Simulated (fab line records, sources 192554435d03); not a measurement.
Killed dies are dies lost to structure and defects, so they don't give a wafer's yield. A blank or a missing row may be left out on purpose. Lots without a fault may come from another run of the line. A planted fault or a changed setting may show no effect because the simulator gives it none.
Tool commonality check | flow n5_finfet | 9 lots, 27 wafers sampled

WHY IT WAS OPENED
At N5_BEOL_M4_RC_MEAS_101 the reading RS_NWELL is flagged on 2 of 9 lots. Wafers without a fault read 1037 ohm/sq, standard deviation 6.
Rule: a lot is flagged when every wafer of it that has a number lies more than 4 standard deviations from that mean, or none has a number. The other lots count as sound.

lot  | measured     | on        | RS_NWELL (ohm/sq), wafer by wafer | flag
L969 | day 8 20:15  | prober-02 | 1034 1039 1033                    |
L970 | day 8 23:30  | prober-01 | 1039 1035 1030                    |
L971 | day 9 03:07  | prober-02 | 1032 1042 1037                    |
L976 | day 10 05:17 | prober-01 | 1038 1041 1049                    |
L983 | day 12 00:50 | prober-02 | 1270 1262 1261                    | FLAGGED
L984 | day 12 11:57 | prober-01 | 1254 1258 1262                    | FLAGGED
L987 | day 12 17:22 | prober-01 | 1035 1042 1036                    |
L989 | day 14 04:22 | prober-01 | 1048 1044 1053                    |
L991 | day 14 06:26 | prober-01 | 1040 1030 1035                    |
The numbers of the flagged lots are 1261 ohm/sq on average: +224 ohm/sq against the usual, or +37 standard deviations.

WHICH TOOL RAN EACH LOT
The record holds 3 process steps before the reading, out of a route of 1938 steps. In each cell: the tool, then ch and the chambers that the sampled wafers went through, then the start.
lot  | flag    | N5_WELL_APT_IMPLANT_14         | N5_WELL_APT_DESCUM_30             | N5_PMOS_HMC_CHANNEL_EPI_HM_DEP_34
L969 |         | implanter-01 ch 0, day 1 19:44 | rie_diel-06 ch 0,3, day 1 21:03   | pecvd-02 ch 0,1, day 2 04:45
L970 |         | implanter-02 ch 0, day 2 01:59 | rie_diel-06 ch 0,1,2, day 2 02:57 | pecvd-04 ch 0,1, day 2 05:53
L971 |         | implanter-01 ch 0, day 2 07:55 | rie_diel-06 ch 2,3, day 2 08:54   | pecvd-04 ch 0,1, day 2 11:05
L976 |         | implanter-01 ch 0, day 3 13:58 | rie_diel-06 ch 0,1, day 3 15:02   | pecvd-04 ch 0,1,2, day 3 17:05
L983 | FLAGGED | implanter-01 ch 0, day 5 07:58 | rie_diel-05 ch 2,3, day 5 09:17   | pecvd-02 ch 0,1,2, day 5 11:01
L984 | FLAGGED | implanter-01 ch 0, day 5 13:53 | rie_diel-01 ch 0,1,3, day 5 15:02 | pecvd-04 ch 0,2, day 5 16:46
L987 |         | implanter-02 ch 0, day 6 08:43 | rie_diel-06 ch 1,2, day 6 10:03   | pecvd-02 ch 0,1, day 6 11:45
L989 |         | implanter-02 ch 0, day 6 19:52 | rie_diel-06 ch 1,2,3, day 6 21:04 | pecvd-01 ch 0,1,2, day 6 22:54
L991 |         | implanter-02 ch 0, day 7 08:25 | rie_diel-01 ch 0,1,2, day 7 10:02 | pecvd-04 ch 0,2, day 7 11:42
What these steps do:
- N5_WELL_APT_IMPLANT_14
- N5_WELL_APT_DESCUM_30: chemistry O2, time 7.9 s.
- N5_PMOS_HMC_CHANNEL_EPI_HM_DEP_34: deposits SiO2 from TEOS/O2, target thk 36 nm, time 6.9 s.
- N5_BEOL_M4_RC_MEAS_101

FLAGGED OVER TOTAL, TOOL BY TOOL (the gauges that took the reading come last)
step                              | tool         | lots run | flagged | share of the flagged lots | sound lots run after its first flagged lot
N5_WELL_APT_IMPLANT_14            | implanter-01 | 5        | 2       | all                       | 0
N5_WELL_APT_IMPLANT_14            | implanter-02 | 4        | 0       | none                      | -
N5_WELL_APT_DESCUM_30             | rie_diel-01  | 2        | 1       | some                      | 1 (L991)
N5_WELL_APT_DESCUM_30             | rie_diel-05  | 1        | 1       | some                      | 0
N5_WELL_APT_DESCUM_30             | rie_diel-06  | 6        | 0       | none                      | -
N5_PMOS_HMC_CHANNEL_EPI_HM_DEP_34 | pecvd-01     | 1        | 0       | none                      | -
N5_PMOS_HMC_CHANNEL_EPI_HM_DEP_34 | pecvd-02     | 3        | 1       | some                      | 1 (L987)
N5_PMOS_HMC_CHANNEL_EPI_HM_DEP_34 | pecvd-04     | 5        | 1       | some                      | 1 (L991)
N5_BEOL_M4_RC_MEAS_101            | prober-01    | 6        | 1       | some                      | 3 (L987,L989,L991)
N5_BEOL_M4_RC_MEAS_101            | prober-02    | 3        | 1       | some                      | 0

WHAT THE TABLE ALLOWS
1 row of the table ran every flagged lot: implanter-01 at N5_WELL_APT_IMPLANT_14.
- implanter-01 at N5_WELL_APT_IMPLANT_14: 2 of its 5 lots flagged. Its last sound lot is L976 (day 3 13:58), its first flagged lot L983 (day 5 07:58): a fault that began between those two fits. Its own readings lie more than 4 standard deviations out on every wafer of the flagged lots: dose_ions_cm2, faraday_current_uA.
One tool is left: implanter-01 at N5_WELL_APT_IMPLANT_14.

WHAT THE SIMULATOR HAD PUT IN
Process parameter drift: implanter-01, from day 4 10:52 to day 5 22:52, at N5_WELL_APT_IMPLANT_14. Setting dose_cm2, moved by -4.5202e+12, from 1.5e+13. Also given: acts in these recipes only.
Lots struck among those shown: L983, L984. The rule above found the same.
